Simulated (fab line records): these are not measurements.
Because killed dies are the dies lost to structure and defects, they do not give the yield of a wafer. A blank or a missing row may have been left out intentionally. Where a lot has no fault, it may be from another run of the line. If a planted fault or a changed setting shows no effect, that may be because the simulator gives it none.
Matching of chambers / flow nand_harc / 3 sister chambers for NHARC_A_SLIT_DEP_23 on pecvd-01
The step deposits SiON, target thk 100 nm. 3 wafers are shown with their chamber, then 8 later ones without.

EACH WAFER AND ITS CHAMBER
wafer=L083.2; chamber=1; showerhead_vpp_V (V)=1047
wafer=L083.6; chamber=2; showerhead_vpp_V (V)=1146
wafer=L089.2; chamber=0; showerhead_vpp_V (V)=1094

WAFERS WHOSE CHAMBER IS MISSING
wafer=L089.3; showerhead_vpp_V (V)=1165
wafer=L089.5; showerhead_vpp_V (V)=1071
wafer=L090.2; showerhead_vpp_V (V)=1080
wafer=L090.3; showerhead_vpp_V (V)=1039
wafer=L090.4; showerhead_vpp_V (V)=1144
wafer=L093.2; showerhead_vpp_V (V)=1151
wafer=L093.4; showerhead_vpp_V (V)=1080
wafer=L093.5; showerhead_vpp_V (V)=1164

CHAMBER TAKEN BY EACH
wafer=L089.3; from the rows above=2; in truth=2
wafer=L089.5; from the rows above=can't be placed: 0 or 1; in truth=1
wafer=L090.2; from the rows above=can't be placed: 0 or 1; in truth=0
wafer=L090.3; from the rows above=1; in truth=1
wafer=L090.4; from the rows above=2; in truth=2
wafer=L093.2; from the rows above=2; in truth=2
wafer=L093.4; from the rows above=can't be placed: 0 or 1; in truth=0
wafer=L093.5; from the rows above=2; in truth=2
Correct placement for 5 of the 8. Not placeable from these rows: 3 (in 3, the candidates include the true chamber). 0 placed wrongly.
How it was worked out, from the rows above alone: a wafer's distance from a chamber is the root of the sum, over the readings, of the square of ((its reading less the chamber's mean) divided by the reading's scatter). If the next closest chamber is less than 2 further off than the closest, the wafer can't be placed; otherwise it belongs to the closest. The mean given for a chamber averages the wafers shown for that chamber. The scatter (one wafer shown for each chamber): square how far every hidden wafer sits from the nearest shown wafer, average those squares and take the square root.
